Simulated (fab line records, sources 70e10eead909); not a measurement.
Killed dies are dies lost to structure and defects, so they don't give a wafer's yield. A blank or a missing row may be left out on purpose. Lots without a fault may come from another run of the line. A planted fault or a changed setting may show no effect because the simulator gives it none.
A struck lot beside a sound one | flow nand_harc | 18 steps out of a route of 1302
Sound: wafers L606.1, L606.4, L606.6. Struck: wafer L598.5. (L598.2, L598.4 of the same lot were not struck and are left out.) The cause comes at the end.
At each step with rows: each side's tool, then ch and its chambers, then its first start. Under that, the readings that differ: sound wafers | struck wafers | difference of the means | sigmas: that difference in standard deviations of wafers without a fault.
alike: readings whose means differ by less than 2 such deviations, and words and numbers that are the same on both sides. not compared: withheld readings, readings that some wafer has no value for, bounds like >300 that may hide the same value, and numbers for which the record gives no deviation and whose values overlap.
The two part at a step that has a row with sigmas, a row that says differs or no value, or rows on one side only. Numbers that don't overlap but have no deviation are shown without sigmas and don't part them. A reading that every wafer of one side lacks parts them only if that side has two wafers or more.

NHARC_A_SGD_CUT_CD_MEAS_09: target cd 100 nm.
  sound on cd_sem-02 ch 0, day 27 00:50; struck on cd_sem-01 ch 0, day 23 07:39
  alike: cd_nm
NHARC_A_SGD_CUT_OVL_MEAS_10:
  sound on overlay-01, day 27 00:55; struck on overlay-01, day 23 07:45
  alike: overlay_x_nm, overlay_y_nm
NHARC_A_SGD_CUT_INSPECT_11:
  sound on defect_inspect-01, day 27 00:57; struck on defect_inspect-02, day 23 07:47
  reading          | sound    | struck | difference | sigmas
  raw_defect_count | 99 94 85 | 14     | -79        | -2
then, 1 step without rows for these wafers: NHARC_A_SGD_CUT_DESCUM_14 (chemistry O2, time 3 s).
NHARC_A_SGD_CUT_ETCH_58: etches the open film in CF4, target depth 39 nm, time 65 s.
  sound on rie_diel-07 ch 0,1,2, day 27 01:07; struck on rie_diel-05 ch 2, day 23 08:05
  alike: drypump_motor_current_A, oes_product_au, rf_vpp_V, showerhead_plenum_p_Torr, throttle_valve_pct
  not compared: rf_hours_counter_h
NHARC_A_SGD_CUT_ETCH_59: etches the open film in N2/H2, target depth 260 nm, time 406.25 s.
  sound on rie_diel-07 ch 0,1,3; struck on rie_diel-05 ch 0
  reading               | sound             | struck | difference | sigmas
  oes_product_au (a.u.) | 0.996 1.019 1.031 | 0.972  | -0.043     | -3
  alike: drypump_motor_current_A, h2_flow_sccm, rf_vpp_V, showerhead_plenum_p_Torr, throttle_valve_pct
  not compared: rf_hours_counter_h
NHARC_A_SGD_CUT_ETCH_15: etches the open film in CH3F/O2, target depth 75 nm, time 64.3 s.
  sound on rie_diel-07 ch 1,2; struck on rie_diel-05 ch 1
  alike: ch3f_flow_sccm, drypump_motor_current_A, o2_flow_sccm, oes_product_au, rf_vpp_V, showerhead_plenum_p_Torr, throttle_valve_pct
  not compared: rf_hours_counter_h
NHARC_A_SGD_CUT_ETCH_16: etches the open film in C4F8/O2/Ar, target depth 310.5 nm, time 155.2 s.
  sound on rie_diel-07 ch 0,1,2; struck on rie_diel-05 ch 2
  alike: oes_product_au, rf_vpp_V
  not compared: rf_hours_counter_h
then, 1 step without rows for these wafers: NHARC_A_SGD_CUT_STRIP_60 (strips in C4F8/O2/Ar).
NHARC_A_SGD_CUT_STRIP_17: strips in O2.
  sound on rie_diel-07 ch 0,2,3; struck on rie_diel-05 ch 1
  reading               | sound             | struck | difference | sigmas
  o2_flow_sccm (sccm)   | 501.7 499.3 499.7 | 503.7  | +3.5       | +2
  oes_product_au (a.u.) | 1.036 1.026 1.013 | 0.992  | -0.033     | -2
  alike: drypump_motor_current_A, rf_vpp_V, showerhead_plenum_p_Torr, throttle_valve_pct
  not compared: rf_hours_counter_h
then, 2 steps without rows for these wafers: NHARC_A_SGD_CUT_PRECLEAN_18 (cleans in SC1); NHARC_A_SGD_CUT_SRD_19.
NHARC_A_SGD_CUT_DEP_20: deposits SiO2, target thk 150 nm.
  sound on fcvd-02 ch 0,1, day 27 02:10; struck on fcvd-02 ch 0,1, day 23 09:10
then, 2 steps without rows for these wafers: NHARC_A_SGD_CUT_ANNEAL_27 (time 1800 s); NHARC_A_SGD_CUT_CMP_21 (polishes, target thk 148.19 nm).
NHARC_A_SGD_CUT_THK_MEAS_22: measures by ellipsometry.
  sound on film_metro-02, day 27 09:02; struck on film_metro-02, day 23 13:55
  reading     | sound             | struck | difference | sigmas
  thk_nm (nm) | 148.1 146.8 149.4 | 131.8  | -16.3      | -10
then, 1 step without rows for these wafers: NHARC_A_SGD_CUT_SRD_23.
NHARC_END_SORT_01:
  the record has rows for the sound wafers here (prober-01 ch 0, day 32 05:13) and none for the struck ones

WHERE THEY PART
First at NHARC_A_SGD_CUT_INSPECT_11; last, within this record, at NHARC_END_SORT_01.

WHY: what the simulator had put in
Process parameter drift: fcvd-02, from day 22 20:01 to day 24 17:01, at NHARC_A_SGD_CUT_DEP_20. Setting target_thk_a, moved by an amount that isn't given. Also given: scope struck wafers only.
